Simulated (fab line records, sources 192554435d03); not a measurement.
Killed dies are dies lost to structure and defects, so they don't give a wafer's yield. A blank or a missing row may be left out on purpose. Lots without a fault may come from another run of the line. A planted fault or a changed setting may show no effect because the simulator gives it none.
Which tool did it? | flow n5_finfet | 24 lots, 72 wafers sampled, at 4 steps of a route of 1938

WHAT THE GAUGES READ, wafer by wafer
N5_BEOL_M15_INSPECT_12: inspects for defects (macro). Usual: raw_defect_count 2.0, standard deviation 1.5.
lot  | measured     | on                | raw_defect_count | flag
L074 | day 11 21:11 | defect_inspect-01 | 2 1 6            |
L075 | day 12 07:15 | defect_inspect-01 | 3 0 5            |
L078 | day 12 20:51 | defect_inspect-01 | 1 0 2            |
L076 | day 13 00:55 | defect_inspect-01 | 3 4 5            |
L081 | day 13 14:10 | defect_inspect-02 | 2 0 4            |
L079 | day 13 18:15 | defect_inspect-02 | 0 4 4            |
L080 | day 13 18:31 | defect_inspect-01 | 1 3 3            |
L077 | day 13 19:11 | defect_inspect-02 | 2 6 1            |
L082 | day 13 22:25 | defect_inspect-02 | 0 1 1            |
L083 | day 14 02:11 | defect_inspect-01 | 3 2 1            |
L084 | day 14 03:53 | defect_inspect-02 | 2 5 1            |
L085 | day 14 09:50 | defect_inspect-02 | 3 0 1            |
L086 | day 14 18:08 | defect_inspect-02 | 0 3 0            |
L087 | day 14 17:52 | defect_inspect-02 | 1 2 1            |
L088 | day 15 15:07 | defect_inspect-01 | 3 2 2            |
L089 | day 15 20:14 | defect_inspect-01 | 2 2 4            |
L091 | day 15 22:50 | defect_inspect-01 | 2 1 3            |
L090 | day 16 10:10 | defect_inspect-02 | 1 2 1            |
L093 | day 16 11:22 | defect_inspect-02 | 1 1 2            |
L092 | day 16 11:58 | defect_inspect-02 | 3 3 2            |
L094 | day 16 14:16 | defect_inspect-02 | 4 1 0            |
L095 | day 17 16:47 | defect_inspect-02 | 2 1 0            |
L097 | day 17 19:45 | defect_inspect-02 | 1 1 1            |
L096 | day 17 20:19 | defect_inspect-02 | 0 1 3            |

WHICH TOOL RAN EACH LOT (tool, then ch and the chambers of the sampled wafers, then the start)
lot  | N5_BEOL_M13_PRE_CLEAN_42     | N5_BEOL_M13_DEP_53              | N5_BEOL_M14_TRENCH_ETCH_34
L074 | pvd_sputter-01, day 11 14:48 | pecvd-04 ch 0,1,2, day 11 15:56 | rie_diel-04 ch 1,2, day 11 18:22
L075 | pvd_sputter-03, day 11 21:36 | pecvd-04 ch 0,1,2, day 11 22:55 | rie_diel-06 ch 0,1,2, day 12 01:19
L078 | pvd_sputter-02, day 12 12:52 | pecvd-01 ch 0,2, day 12 14:01   | rie_diel-04 ch 2,3, day 12 16:09
L076 | pvd_sputter-02, day 12 17:38 | pecvd-01 ch 1,2, day 12 18:46   | rie_diel-04 ch 1,2,3, day 12 20:47
L081 | pvd_sputter-02, day 13 01:31 | pecvd-01 ch 0,1,2, day 13 02:50 | rie_diel-04 ch 0,2,3, day 13 05:11
L079 | pvd_sputter-01, day 13 05:22 | pecvd-01 ch 0,2, day 13 06:30   | rie_diel-04 ch 2,3, day 13 08:46
L080 | pvd_sputter-02, day 13 05:31 | pecvd-03 ch 0,1, day 13 06:39   | rie_diel-02 ch 0,2,3, day 13 08:48
L077 | pvd_sputter-01, day 13 05:44 | pecvd-04 ch 0,1, day 13 06:55   | rie_diel-02 ch 0,1,2, day 13 09:47
L082 | pvd_sputter-02, day 13 15:25 | pecvd-03 ch 0,1, day 13 16:33   | rie_diel-06 ch 1,2,3, day 13 18:34
L083 | pvd_sputter-03, day 13 19:31 | pecvd-01 ch 0,1, day 13 20:39   | rie_diel-06 ch 0,1,2, day 13 22:50
L084 | pvd_sputter-02, day 13 19:32 | pecvd-04 ch 1,2, day 13 20:55   | rie_diel-06 ch 0,1,2, day 13 23:43
L085 | pvd_sputter-02, day 14 03:11 | pecvd-01 ch 0,2, day 14 04:19   | rie_diel-04 ch 0,1,2, day 14 06:36
L086 | pvd_sputter-01, day 14 08:24 | pecvd-04 ch 0,2, day 14 09:35   | rie_diel-06 ch 0,1,2, day 14 11:50
L087 | pvd_sputter-02, day 14 09:26 | pecvd-03 ch 1, day 14 10:35     | rie_diel-02 ch 0,3, day 14 12:59
L088 | pvd_sputter-03, day 15 08:26 | pecvd-01 ch 0,2, day 15 09:46   | rie_diel-04 ch 0,1,2, day 15 11:55
L089 | pvd_sputter-03, day 15 12:04 | pecvd-03 ch 0,1, day 15 13:12   | rie_diel-04 ch 0,3, day 15 15:20
L091 | pvd_sputter-01, day 15 15:32 | pecvd-03 ch 1,2, day 15 16:40   | rie_diel-06 ch 0,1,3, day 15 19:32
L090 | pvd_sputter-03, day 16 03:17 | pecvd-04 ch 0,1, day 16 04:25   | rie_diel-06 ch 0,1,3, day 16 06:34
L093 | pvd_sputter-02, day 16 04:44 | pecvd-01 ch 0,1,2, day 16 05:52 | rie_diel-06 ch 1,2, day 16 08:03
L092 | pvd_sputter-03, day 16 04:46 | pecvd-03 ch 0,1,2, day 16 05:55 | rie_diel-06 ch 0,1, day 16 08:44
L094 | pvd_sputter-03, day 16 05:05 | pecvd-04 ch 0,1, day 16 06:24   | rie_diel-04 ch 0,1, day 16 09:23
L095 | pvd_sputter-01, day 17 08:00 | pecvd-03 ch 1,2, day 17 09:09   | rie_diel-04 ch 2,3, day 17 11:28
L097 | pvd_sputter-01, day 17 11:09 | pecvd-03 ch 1,2, day 17 12:17   | rie_diel-02 ch 0,2, day 17 14:29
L096 | pvd_sputter-02, day 17 11:49 | pecvd-04 ch 0,1,2, day 17 13:24 | rie_diel-06 ch 0,1,3, day 17 15:44
- N5_BEOL_M13_PRE_CLEAN_42: time 30 s.
- N5_BEOL_M13_DEP_53: deposits SiCN from 3MS/NH3, target thk 50 nm, time 17.8 s.
- N5_BEOL_M14_TRENCH_ETCH_34: etches SiO2 in C4F8/O2/Ar, target depth 556.65 nm, time 126.9 s.

WHAT THE TOOLS THEMSELVES READ (means of the sampled wafers that have a number; where no wafer has one, the mark that the record gives instead)
N5_BEOL_M13_PRE_CLEAN_42. Usual: heater_power_w 339 W, standard deviation 41.
lot  | tool           | heater_power_w (W) | flag
L074 | pvd_sputter-01 | 332                |
L075 | pvd_sputter-03 | 284                |
L078 | pvd_sputter-02 | 365                |
L076 | pvd_sputter-02 | 337                |
L081 | pvd_sputter-02 | 368                |
L079 | pvd_sputter-01 | 352                |
L080 | pvd_sputter-02 | 396                |
L077 | pvd_sputter-01 | 341                |
L082 | pvd_sputter-02 | 336                |
L083 | pvd_sputter-03 | 313                |
L084 | pvd_sputter-02 | 332                |
L085 | pvd_sputter-02 | 342                |
L086 | pvd_sputter-01 | 339                |
L087 | pvd_sputter-02 | 378                |
L088 | pvd_sputter-03 | 283                |
L089 | pvd_sputter-03 | 304                |
L091 | pvd_sputter-01 | 362                |
L090 | pvd_sputter-03 | 331                |
L093 | pvd_sputter-02 | 342                |
L092 | pvd_sputter-03 | 308                |
L094 | pvd_sputter-03 | 306                |
L095 | pvd_sputter-01 | 341                |
L097 | pvd_sputter-01 | 367                |
L096 | pvd_sputter-02 | 348                |

N5_BEOL_M13_DEP_53. Usual: chamber_pressure_Torr 3.000 Torr, standard deviation 0.0066; showerhead_plenum_p_Torr 4.165 Torr, standard deviation 0.022; throttle_valve_pct 17.9 %, standard deviation 0.81.
lot  | tool     | chamber_pressure_Torr (Torr) | showerhead_plenum_p_Torr (Torr) | throttle_valve_pct (%) | flag
L074 | pecvd-04 | 2.995                        | 4.152                           | 17.6                   |
L075 | pecvd-04 | 2.998                        | 4.149                           | 17.8                   |
L078 | pecvd-01 | 3.002                        | 4.166                           | 18.0                   |
L076 | pecvd-01 | 3.007                        | 4.175                           | 17.9                   |
L081 | pecvd-01 | 2.999                        | 4.170                           | 18.0                   |
L079 | pecvd-01 | 2.997                        | 4.174                           | 18.0                   |
L080 | pecvd-03 | 3.008                        | 4.174                           | 18.8                   |
L077 | pecvd-04 | 3.008                        | 4.143                           | 18.4                   |
L082 | pecvd-03 | 3.002                        | 4.201                           | 17.7                   |
L083 | pecvd-01 | 2.997                        | 4.161                           | 18.1                   |
L084 | pecvd-04 | 3.000                        | 4.145                           | 17.8                   |
L085 | pecvd-01 | 2.998                        | 4.171                           | 18.1                   |
L086 | pecvd-04 | 3.000                        | 4.156                           | 17.2                   |
L087 | pecvd-03 | 3.004                        | 4.161                           | 19.5                   |
L088 | pecvd-01 | 2.999                        | 4.163                           | 18.0                   |
L089 | pecvd-03 | 3.001                        | 4.202                           | 17.8                   |
L091 | pecvd-03 | 3.002                        | 4.158                           | 18.9                   |
L090 | pecvd-04 | 3.006                        | 4.142                           | 18.5                   |
L093 | pecvd-01 | 3.000                        | 4.160                           | 17.9                   |
L092 | pecvd-03 | 2.998                        | 4.176                           | 17.9                   |
L094 | pecvd-04 | 2.999                        | 4.141                           | 18.4                   |
L095 | pecvd-03 | 3.004                        | 4.167                           | 18.1                   |
L097 | pecvd-03 | 3.000                        | 4.161                           | 18.7                   |
L096 | pecvd-04 | 3.000                        | 4.151                           | 17.9                   |

N5_BEOL_M14_TRENCH_ETCH_34. Usual: C4F8_flow_sccm 16.00 sccm, standard deviation 0.046; drypump_motor_current_A 6.0 A, standard deviation 0.41; oes_o_777_au 0.80 a.u., standard deviation 0.081; oes_product_au 0.80 a.u., standard deviation 0.084; rf_vpp_V 2215 V, standard deviation 34; showerhead_plenum_p_Torr 3.47 Torr, standard deviation 0.11; throttle_valve_pct 30.76 %, standard deviation 0.21.
lot  | tool        | C4F8_flow_sccm (sccm) | drypump_motor_current_A (A) | oes_o_777_au (a.u.) | oes_product_au (a.u.) | rf_vpp_V (V) | showerhead_plenum_p_Torr (Torr) | throttle_valve_pct (%) | flag
L074 | rie_diel-04 | 15.99                 | 5.9                         | 0.82                | 0.86                  | 2222         | 3.54                            | 30.81                  |
L075 | rie_diel-06 | 15.98                 | 5.7                         | 0.74                | 0.73                  | 2198         | 3.38                            | 30.77                  |
L078 | rie_diel-04 | 15.94                 | 5.9                         | 0.89                | 0.89                  | 2198         | 3.62                            | 30.47                  |
L076 | rie_diel-04 | 15.98                 | 5.9                         | 0.84                | 0.86                  | 2209         | 3.58                            | 30.65                  |
L081 | rie_diel-04 | 16.01                 | 5.9                         | 0.85                | 0.84                  | 2202         | 3.59                            | 30.65                  |
L079 | rie_diel-04 | 15.96                 | 5.9                         | 0.88                | 0.87                  | 2198         | 3.62                            | 30.46                  |
L080 | rie_diel-02 | 15.99                 | 6.2                         | 0.82                | 0.83                  | 2230         | 3.34                            | 30.77                  |
L077 | rie_diel-02 | 16.02                 | 6.0                         | 0.79                | 0.80                  | 2182         | 3.38                            | 30.87                  |
L082 | rie_diel-06 | 16.01                 | 5.7                         | 0.83                | 0.82                  | 2215         | 3.41                            | 30.77                  |
L083 | rie_diel-06 | 16.02                 | 5.7                         | 0.81                | 0.81                  | 2199         | 3.37                            | 30.74                  |
L084 | rie_diel-06 | 16.00                 | 5.7                         | 0.81                | 0.81                  | 2199         | 3.37                            | 30.73                  |
L085 | rie_diel-04 | 16.04                 | 5.9                         | 0.81                | 0.80                  | 2212         | 3.54                            | 30.82                  |
L086 | rie_diel-06 | 16.04                 | 5.7                         | 0.81                | 0.80                  | 2198         | 3.37                            | 30.74                  |
L087 | rie_diel-02 | 16.01                 | 6.1                         | 0.74                | 0.73                  | 2222         | 3.27                            | 30.57                  |
L088 | rie_diel-04 | 16.00                 | 5.9                         | 0.79                | 0.79                  | 2212         | 3.54                            | 30.82                  |
L089 | rie_diel-04 | 16.01                 | 5.9                         | 0.86                | 0.86                  | 2204         | 3.61                            | 30.49                  |
L091 | rie_diel-06 | 16.02                 | 6.2                         | 0.72                | 0.72                  | 2237         | 3.42                            | 30.78                  |
L090 | rie_diel-06 | 16.00                 | 6.2                         | 0.72                | 0.71                  | 2238         | 3.41                            | 30.78                  |
L093 | rie_diel-06 | 16.05                 | 5.4                         | 0.80                | 0.79                  | 2190         | 3.32                            | 30.70                  |
L092 | rie_diel-06 | 16.03                 | 6.0                         | 0.72                | 0.71                  | 2213         | 3.34                            | 30.69                  |
L094 | rie_diel-04 | 15.99                 | 5.9                         | 0.79                | 0.79                  | 2219         | 3.53                            | 30.81                  |
L095 | rie_diel-04 | 15.99                 | 5.9                         | 0.84                | 0.83                  | 2196         | 3.60                            | 30.50                  |
L097 | rie_diel-02 | 16.00                 | 5.8                         | 0.92                | 0.91                  | 2200         | 3.27                            | 30.63                  |
L096 | rie_diel-06 | 16.01                 | 6.2                         | 0.71                | 0.71                  | 2237         | 3.41                            | 30.81                  |

THE ANSWER, worked out from the rows above alone
Rule: a lot is off if the mean of its wafers that have a number lies more than 3 standard deviations from the usual mean. A lot without any number at a reading at which 4 lots or more have one is off too. The other lots that the step has rows for count as sound. The gauges are gone through in route order, then the tools' own readings, and for those a lot's mean is taken as printed above. The first step at which some lot is off is used, and at that step the reading that is off furthest; a lot without a number counts as furthest.
No lot is off at any reading shown: from this, nothing can be told.

WHAT THE SIMULATOR HAD PUT IN
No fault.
